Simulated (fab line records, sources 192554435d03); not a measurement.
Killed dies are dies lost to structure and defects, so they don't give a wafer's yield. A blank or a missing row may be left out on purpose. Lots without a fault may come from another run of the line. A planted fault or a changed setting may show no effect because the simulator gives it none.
Which tool did it? | flow n5_finfet | 11 lots, 33 wafers sampled, at 2 steps of a route of 1938

WHAT THE GAUGES READ, wafer by wafer
N5_MIM_BOT_LITHO_CD_MEAS_08: target cd 3000 nm. Usual: cd_nm 3000.3 nm, standard deviation 2.3.
lot  | measured     | on        | cd_nm (nm)           | flag
L506 | day 11 12:19 | cd_sem-02 | 2999.2 3003.6 3000.8 |
L508 | day 11 12:38 | cd_sem-03 | 3002.3 3001.0 2997.4 |
L507 | day 12 04:16 | cd_sem-01 | 2996.6 3001.4 2999.6 |
L510 | day 12 20:34 | cd_sem-03 | 3000.1 2998.2 2997.3 |
L512 | day 13 17:07 | cd_sem-01 | 2998.8 2998.9 2996.7 |
L519 | day 15 04:07 | cd_sem-01 | 2997.1 2999.5 3001.8 |
L517 | day 15 07:06 | cd_sem-03 | 3000.5 3001.3 3000.9 |
L526 | day 17 06:34 | cd_sem-02 | 3001.9 3004.1 3002.1 |
L527 | day 17 12:29 | cd_sem-02 | 2997.2 2995.9 2999.8 |
L528 | day 18 03:51 | cd_sem-01 | 2999.5 3000.4 3000.2 |
L529 | day 18 03:47 | cd_sem-03 | 2997.0 2995.1 2996.3 |

WHICH TOOL RAN EACH LOT (tool, then ch and the chambers of the sampled wafers, then the start)
lot  | N5_BEOL_M14_STRIP_37
L506 | rie_diel-05 ch 0,3, day 10 21:53
L508 | rie_diel-04 ch 1,3, day 10 23:57
L507 | rie_diel-02 ch 2,3, day 11 16:10
L510 | rie_diel-05 ch 1,2, day 12 08:13
L512 | rie_diel-02 ch 1,2,3, day 13 04:40
L519 | rie_diel-04 ch 0,1,2, day 14 11:05
L517 | rie_diel-04 ch 0,1,2, day 14 18:07
L526 | rie_diel-05 ch 0,1,3, day 16 17:51
L527 | rie_diel-05 ch 1,2, day 16 23:08
L528 | rie_diel-04 ch 1,2,3, day 17 03:30
L529 | rie_diel-04 ch 0,2,3, day 17 11:11
- N5_BEOL_M14_STRIP_37: strips in O2.

WHAT THE TOOLS THEMSELVES READ (means of the sampled wafers that have a number; where no wafer has one, the mark that the record gives instead)
N5_BEOL_M14_STRIP_37. Usual: drypump_motor_current_A 5.7 A, standard deviation 0.39; oes_product_au 0.83 a.u., standard deviation 0.082; rf_vpp_V 3.6 V, standard deviation 0.96; showerhead_plenum_p_Torr 2.10 Torr, standard deviation 0.095; throttle_valve_pct 16.48 %, standard deviation 0.21.
lot  | tool        | drypump_motor_current_A (A) | oes_product_au (a.u.) | rf_vpp_V (V) | showerhead_plenum_p_Torr (Torr) | throttle_valve_pct (%) | flag
L506 | rie_diel-05 | 5.3                         | 0.90                  | 2.8          | 2.10                            | 16.31                  |
L508 | rie_diel-04 | 5.6                         | 0.75                  | 4.0          | 2.13                            | 16.45                  |
L507 | rie_diel-02 | 6.3                         | 0.75                  | 2.7          | 2.06                            | 16.48                  |
L510 | rie_diel-05 | 5.9                         | 0.73                  | 5.2          | 2.07                            | 16.71                  |
L512 | rie_diel-02 | 6.0                         | 0.80                  | 4.1          | 2.09                            | 16.51                  |
L519 | rie_diel-04 | 5.5                         | 0.88                  | 3.4          | 2.13                            | 16.47                  |
L517 | rie_diel-04 | 5.4                         | 0.88                  | 4.8          | 2.13                            | 16.48                  |
L526 | rie_diel-05 | 5.6                         | 0.80                  | 3.8          | 2.09                            | 16.56                  |
L527 | rie_diel-05 | 5.9                         | 0.70                  | 4.0          | 2.06                            | 16.76                  |
L528 | rie_diel-04 | 5.6                         | 0.86                  | 3.6          | 2.06                            | 16.34                  |
L529 | rie_diel-04 | 5.6                         | 0.82                  | 2.8          | 2.08                            | 16.55                  |

THE ANSWER, worked out from the rows above alone
Rule: a lot is off if the mean of its wafers that have a number lies more than 3 standard deviations from the usual mean. A lot without any number at a reading at which 4 lots or more have one is off too. The other lots that the step has rows for count as sound. The gauges are gone through in route order, then the tools' own readings, and for those a lot's mean is taken as printed above. The first step at which some lot is off is used, and at that step the reading that is off furthest; a lot without a number counts as furthest.
No lot is off at any reading shown: from this, nothing can be told.

WHAT THE SIMULATOR HAD PUT IN
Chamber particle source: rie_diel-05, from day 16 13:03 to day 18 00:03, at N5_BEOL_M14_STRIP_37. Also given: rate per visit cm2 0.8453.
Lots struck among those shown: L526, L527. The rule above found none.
